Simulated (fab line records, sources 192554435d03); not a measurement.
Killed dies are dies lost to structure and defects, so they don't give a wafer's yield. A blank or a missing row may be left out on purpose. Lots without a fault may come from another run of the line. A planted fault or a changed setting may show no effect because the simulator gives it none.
Problem report in the 8D (eight disciplines) form, filled by code | flow n5_finfet | the parts of the form that need people (team, actions taken, sign-off) are left out

1. THE PROBLEM
raw_defect_count at N5_BEOL_M12_INSPECT_55 reads a mean of 328 on 6 wafers of 2 lots; wafers without a fault read 69 with a standard deviation of 19. That is +14 standard deviations from the usual mean.
The step: inspects for defects (darkfield).
First seen on wafer L981.1, day 15 08:55, on defect_inspect-01. The record holds 30 wafers of 10 lots with a number at this step. Rule for "out", or "out of limits": more than 4 standard deviations from the usual mean. The other wafers with a number count as sound.

2. WHAT IT IS AND WHAT IT IS NOT
question                    | is                     | is not
which readings at this step | raw_defect_count       | -
which lots                  | L981, L982             | L965, L966, L968, L969, L970, L974, L980, L987
which wafers of those lots  | all that have a number | -
read on which gauges        | defect_inspect-01      | defect_inspect-02
when                        | from day 15 08:55      | up to then (21 sound wafers); but 3 sound wafers of L987 came after

3. SUSPECTS, AND WHAT RULES EACH OUT
Counting: a tool at a process step up to the reading stays a suspect if it ran every lot that is out and no sound lot after the first of them.
- the gauge at N5_BEOL_M12_INSPECT_55: ruled out. All the wafers that are out were read on defect_inspect-01, but those of them that N5_PASSIVATION_PROBE_49 has rows for are out there too, on other tools.
- pvd_sputter-01 at N5_BEOL_M12_DEGAS_41 (time 60 s): kept. It ran every lot that is out, first L981 (day 15 07:32), and no sound lot after that; its last sound lot up to then is L980 (day 15 01:59).
- pecvd-01 at N5_BEOL_M12_DEP_53 (deposits SiCN from 3MS/NH3, target thk 30 nm, time 10.5 s): kept. It ran every lot that is out, first L981 (day 15 08:50), and no sound lot after that; its last sound lot up to then is L980 (day 15 03:21).
Left after counting: pvd_sputter-01 at N5_BEOL_M12_DEGAS_41, pecvd-01 at N5_BEOL_M12_DEP_53.

4. THE CAUSE (what the simulator had put in)
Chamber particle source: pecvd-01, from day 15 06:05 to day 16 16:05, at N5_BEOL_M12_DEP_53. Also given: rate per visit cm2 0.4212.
Counting left 2 suspects, and this tool is among them.

5. THE CHAIN OF EFFECTS, in route order
Each row: a reading whose mean over the struck wafers that have a number lies more than 3 standard deviations from the usual. Only readings for which the record gives a usual standard deviation are gone through. hours: the time from each lot's start at the first step in this table that gives one to its start at this step, as a median over the lots. sigmas: the change in usual standard deviations.
hours | step                    | reading              | usual  | on struck wafers | change | sigmas
0     | N5_BEOL_M12_INSPECT_55  | raw_defect_count     | 69     | 328              | +258   | +14
1     | N5_BEOL_M13_INSPECT_12  | raw_defect_count     | 2.1    | 270.5            | +268.4 | +99 or more
32    | N5_PASSIVATION_PROBE_49 | defect_limited_yield | 91.1 % | 85.4             | -5.7   | -3.6
32    | N5_PASSIVATION_PROBE_49 | killed_at_M4_up      | 13     | 81               | +68    | +13
32    | N5_PASSIVATION_PROBE_49 | killed_dies          | 105    | 172              | +67    | +3.7
32    | N5_PASSIVATION_PROBE_49 | sort_bin_5_function  | 5.2 %  | 9.2              | +4.0   | +4.1
32    | N5_PASSIVATION_PROBE_49 | sort_n_pass          | 1075   | 1008             | -67    | -3.5
32    | N5_PASSIVATION_PROBE_49 | sort_yield_pct       | 91.1 % | 85.4             | -5.7   | -3.6
The process steps in it:
- N5_PASSIVATION_PROBE_49

6. WHAT WOULD HAVE CAUGHT IT SOONER
In this record the first reading out of limits at a measuring or inspecting step was taken at day 15 08:55, 3 hours after the fault began at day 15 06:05.
Of the tool readings at N5_BEOL_M12_DEP_53 for which the record gives a usual standard deviation, none was out on any struck wafer, so an alarm limit of 4 standard deviations on them would not have fired.
Of the lots that are out (2), L982 began N5_BEOL_M12_DEP_53 on pecvd-01 after day 15 08:55. A hold on the tool at that time would have spared it.
